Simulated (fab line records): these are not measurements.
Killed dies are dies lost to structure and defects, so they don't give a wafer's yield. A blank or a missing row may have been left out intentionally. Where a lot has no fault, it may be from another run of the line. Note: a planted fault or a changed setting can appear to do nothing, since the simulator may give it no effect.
Which tool is to blame? -- flow nand_harc -- 6 lots, 18 wafers sampled, at 4 steps of a route of 1302

## WHAT THE GAUGES SHOWED, per wafer
NHARC_END_SORT_01.
lot,measured,on,killed_at_other
L536,day 25 16:27,prober-01,2 1 0
L538,day 26 16:34,prober-02,0 2 0
L541,day 28 17:43,prober-02,0 1 1
L542,day 28 15:25,prober-01,0 0 1
L552,day 33 11:49,prober-01,4 4 0
L555,day 33 11:49,prober-02,0 0 0

## WHAT TOOL EACH LOT RAN ON (gives the tool, then ch and the chambers of the sampled wafers, and finally the start)
lot,NHARC_P_CONTACT_ETCH_36,NHARC_P_M0_SOFTBAKE_04,NHARC_P_M0_ETCH_15
L536,"rie_diel-07 ch 1,2,3, day 7 04:53 or earlier","litho_track-04 ch 0, day 7 07:00","rie_diel-08 ch 1,2,3, day 25 16:27 or earlier"
L538,"rie_diel-07 ch 0,1,2, day 8 15:26 or earlier","litho_track-06 ch 0, day 8 18:00","rie_diel-08 ch 0,1,3, day 26 16:34 or earlier"
L541,"rie_diel-07 ch 1,2,3, day 9 13:16 or earlier","litho_track-06 ch 0, day 9 15:00","rie_diel-02 ch 1,2, day 28 17:43 or earlier"
L542,"rie_diel-01 ch 0,2,3, day 10 02:10 or earlier","litho_track-06 ch 0, day 10 04:00","rie_diel-08 ch 0,2,3, day 28 15:25 or earlier"
L552,"rie_diel-05 ch 1,2,3, day 14 03:07 or earlier","litho_track-04 ch 0, day 14 05:00","rie_diel-08 ch 0,1,2, day 33 11:49 or earlier"
L555,"rie_diel-05 ch 0,1,3, day 15 02:53 or earlier","litho_track-06 ch 0, day 15 05:00","rie_diel-03 ch 0,2, day 33 11:49 or earlier"
- NHARC_P_CONTACT_ETCH_36: etches the open film in N2/H2, target depth 260 nm, time 406.25 s.
- NHARC_P_M0_SOFTBAKE_04: time 55 s.
- NHARC_P_M0_ETCH_15: etches the open film in C4F8/Ar, target depth 150 nm, overetch 15 nm, time 82.5 s.

## THE ANSWER, worked out from the rows above alone
Rule: the usual values come from the lots themselves. Put in order of their means at a reading, lots are off if they are a third of the lots or fewer, leave a main group of 4 or more, and stand apart from it by a gap of 3 or more times the standard deviation of the main group's means; of several such gaps the widest counts. A main group whose means are all the same, to the digits that the tables above print for the reading, isn't used. A lot without any number at a reading at which 4 lots or more have one is off too. Any other lot the step has rows for is counted as sound.
Off at NHARC_END_SORT_01 (killed_at_other): L552. The main group has a mean of 0.5 with a standard deviation of 0.34.
A tool fits if, at a process step before that reading, it ran every lot that is off, and no sound lot after the first of them. The gauges at NHARC_END_SORT_01 are tried like those tools. NHARC_P_CONTACT_ETCH_36 gives no start for some lots, so the hours and the order of its lots are those of NHARC_P_CONTACT_CD_MEAS_19. NHARC_P_M0_ETCH_15 gives no start for some lots, so the hours and the order of its lots are those of NHARC_END_SORT_01. Can't be told from this: 3 tools fit, litho_track-04 at NHARC_P_M0_SOFTBAKE_04, rie_diel-08 at NHARC_P_M0_ETCH_15, prober-01 at NHARC_END_SORT_01.

## WHAT THE SIMULATOR HAD INSERTED
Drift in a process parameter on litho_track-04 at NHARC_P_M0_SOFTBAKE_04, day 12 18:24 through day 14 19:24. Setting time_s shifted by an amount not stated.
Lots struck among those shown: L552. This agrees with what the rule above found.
